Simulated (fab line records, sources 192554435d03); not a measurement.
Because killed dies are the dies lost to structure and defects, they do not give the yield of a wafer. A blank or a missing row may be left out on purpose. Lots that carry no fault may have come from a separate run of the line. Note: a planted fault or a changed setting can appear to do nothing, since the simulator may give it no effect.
Lot-split experiment / flow n5_finfet / on a route of 1938 steps: 7 lots, 21 wafers read

## THE SPLIT ITSELF
At N5_BEOL_M4_EXPOSE_08 (exposes mask M4), the setting dose_mj was moved away from the recipe's 41.25 on 8 of the 21 wafers read, by -5.6% to +6.8%. All remaining wafers had this setting at the recipe value.

## FROM THE SPLIT TO THE READING: what the file shows between them, 17 steps
- N5_BEOL_M4_PEB_09: peb time 60 s
- N5_BEOL_M4_DEVELOP_10: develop time 30 s
- N5_BEOL_M4_CD_MEAS_11: target cd 16.79 nm
- N5_BEOL_M4_DESCUM_16: chemistry O2, time 7 s
- N5_BEOL_M4_ETCH_74: etches underlayer in N2/H2, target depth 6.5 nm, time 5.2 s
- N5_BEOL_M4_ETCH_63: etches SiARC in CF4, target depth 15.6 nm, time 26 s
- N5_BEOL_M4_ETCH_64: etches SOC in N2/H2, target depth 75 nm, overetch 22.5 nm, time 121.9 s
- N5_BEOL_M4_STRIP_65: strips in N2/H2
- N5_BEOL_M4_STRIP_75: strips in N2/H2
- N5_BEOL_M4_STRIP_66: strips in CF4
- N5_BEOL_M4_HM_OPEN_17: chemistry Cl2/BCl3, target TiN, target depth 20 nm, overetch 6 nm
- N5_BEOL_M4_STRIP_19: strips in O2
- N5_BEOL_M4_CD_MEAS_18: pitch 36 nm, target cd 18 nm
- N5_BEOL_M4_COAT_67: time 60 s, resist thk 60 nm
- N5_BEOL_M4_COAT_68: time 60 s, resist thk 12 nm
- N5_BEOL_M4_PRECLEAN_42: cleans in residue remover, time 60 s
- N5_BEOL_M4_SRD_43: time 30 s

## THE READING
cd_nm, in nm, at N5_BEOL_M4_CD_MEAS_35 (target cd 18 nm, target cd y 22.4 nm). Fault-free wafers of this fab line usually give 17.9 nm, standard deviation 0.36 nm.

wafer=L074.1; tool, chamber at the split=euv_scanner-02, 0; dose_mj as run=38.95; against the recipe=-5.6%; cd_nm, nm=16.3; against lot-mates on the recipe=-1.8
wafer=L074.2; tool, chamber at the split=euv_scanner-02, 0; dose_mj as run=41.25; against the recipe=recipe; cd_nm, nm=18.1; against lot-mates on the recipe=-
wafer=L074.4; tool, chamber at the split=euv_scanner-02, 0; dose_mj as run=38.95; against the recipe=-5.6%; cd_nm, nm=16.8; against lot-mates on the recipe=-1.3
wafer=L075.2; tool, chamber at the split=euv_scanner-02, 0; dose_mj as run=44.04; against the recipe=+6.8%; cd_nm, nm=19.4; against lot-mates on the recipe=+1.2
wafer=L075.4; tool, chamber at the split=euv_scanner-02, 0; dose_mj as run=44.04; against the recipe=+6.8%; cd_nm, nm=19.5; against lot-mates on the recipe=+1.3
wafer=L075.6; tool, chamber at the split=euv_scanner-02, 0; dose_mj as run=41.25; against the recipe=recipe; cd_nm, nm=18.2; against lot-mates on the recipe=-
wafer=L082.2; tool, chamber at the split=euv_scanner-01, 0; dose_mj as run=41.25; against the recipe=recipe; cd_nm, nm=17.9; against lot-mates on the recipe=-
wafer=L082.3; tool, chamber at the split=euv_scanner-01, 0; dose_mj as run=41.25; against the recipe=recipe; cd_nm, nm=17.7; against lot-mates on the recipe=-
wafer=L082.4; tool, chamber at the split=euv_scanner-01, 0; dose_mj as run=41.25; against the recipe=recipe; cd_nm, nm=18.0; against lot-mates on the recipe=-
wafer=L085.2; tool, chamber at the split=euv_scanner-02, 0; dose_mj as run=39.87; against the recipe=-3.3%; cd_nm, nm=17.0; against lot-mates on the recipe=-0.6
wafer=L085.4; tool, chamber at the split=euv_scanner-02, 0; dose_mj as run=39.87; against the recipe=-3.3%; cd_nm, nm=17.0; against lot-mates on the recipe=-0.6
wafer=L085.5; tool, chamber at the split=euv_scanner-02, 0; dose_mj as run=41.25; against the recipe=recipe; cd_nm, nm=17.6; against lot-mates on the recipe=-
wafer=L088.2; tool, chamber at the split=euv_scanner-01, 0; dose_mj as run=41.25; against the recipe=recipe; cd_nm, nm=18.2; against lot-mates on the recipe=-
wafer=L088.4; tool, chamber at the split=euv_scanner-01, 0; dose_mj as run=41.25; against the recipe=recipe; cd_nm, nm=17.9; against lot-mates on the recipe=-
wafer=L088.6; tool, chamber at the split=euv_scanner-01, 0; dose_mj as run=41.25; against the recipe=recipe; cd_nm, nm=18.2; against lot-mates on the recipe=-
wafer=L091.1; tool, chamber at the split=euv_scanner-02, 0; dose_mj as run=42.1; against the recipe=+2.1%; cd_nm, nm=17.6; against lot-mates on the recipe=+0.1
wafer=L091.2; tool, chamber at the split=euv_scanner-02, 0; dose_mj as run=41.25; against the recipe=recipe; cd_nm, nm=17.3; against lot-mates on the recipe=-
wafer=L091.6; tool, chamber at the split=euv_scanner-02, 0; dose_mj as run=41.25; against the recipe=recipe; cd_nm, nm=17.6; against lot-mates on the recipe=-
wafer=L097.2; tool, chamber at the split=euv_scanner-01, 0; dose_mj as run=41.25; against the recipe=recipe; cd_nm, nm=17.4; against lot-mates on the recipe=-
wafer=L097.4; tool, chamber at the split=euv_scanner-01, 0; dose_mj as run=39.99; against the recipe=-3.1%; cd_nm, nm=16.8; against lot-mates on the recipe=-0.6
wafer=L097.5; tool, chamber at the split=euv_scanner-01, 0; dose_mj as run=41.25; against the recipe=recipe; cd_nm, nm=17.5; against lot-mates on the recipe=-

FIT RESULTS
A straight line over all 21 wafers: cd_nm changes by +0.233 nm for each +1% of dose_mj; r = +0.92; the points scatter about the line by 0.32 nm.
The same after taking each lot's own level away (the mean of its wafers on the recipe; 21 wafers): +0.212 nm for each +1%; r = +0.96; scatter 0.19 nm.
Per that fit: largest dose_mj move, reading shift of 1.4 nm.
Measured against the standard deviation above, the lots' own levels, which go from 17.45 to 18.20 nm, span 2.1 times it.
Consequently the slope shifts little with the lot-to-lot level, the two slopes agreeing.
Check: +1.46 nm against its lot-mates is what the line predicts for one of the wafers moved furthest among these (+6.8%) when that wafer is left out of the fit. It came out at +1.2 nm against them.

## THE WHOLE CHAIN: every reading that the file lists as answering this split, in the file's order
step=N5_BEOL_M4_CD_MEAS_11; what it does=target cd 16.79 nm; reading=cd_nm; change (the file's fit)=+0.207 nm for each +1% of the setting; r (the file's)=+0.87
step=N5_BEOL_M4_ETCH_74; what it does=etches underlayer in N2/H2, target depth 6.5 nm, time 5.2 s; reading=BEOL_M4.cd_offset_nm (the simulator's own value, which no gauge read); change (the file's fit)=+0.175 nm for each +1% of the setting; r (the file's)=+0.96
step=N5_BEOL_M4_ETCH_64; what it does=etches SOC in N2/H2, target depth 75 nm, overetch 22.5 nm, time 121.9 s; reading=BEOL_M4.cd_offset_nm (the simulator's own value, which no gauge read); change (the file's fit)=+0.195 nm for each +1% of the setting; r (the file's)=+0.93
step=N5_BEOL_M4_HM_OPEN_17; what it does=chemistry Cl2/BCl3, target TiN, target depth 20 nm, overetch 6 nm; reading=BEOL_M4.cd_offset_nm (the simulator's own value, which no gauge read); change (the file's fit)=+0.213 nm for each +1% of the setting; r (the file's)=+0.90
step=N5_BEOL_M4_CD_MEAS_18; what it does=pitch 36 nm, target cd 18 nm; reading=cd_nm; change (the file's fit)=+0.193 nm for each +1% of the setting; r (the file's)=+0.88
step=N5_BEOL_M4_CD_MEAS_35; what it does=target cd 18 nm, target cd y 22.4 nm; reading=cd_nm; change (the file's fit)=+0.214 nm for each +1% of the setting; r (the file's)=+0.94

## FILE'S OWN FIT
cd_nm changes by +0.214 nm for each +1% of dose_mj, r = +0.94.
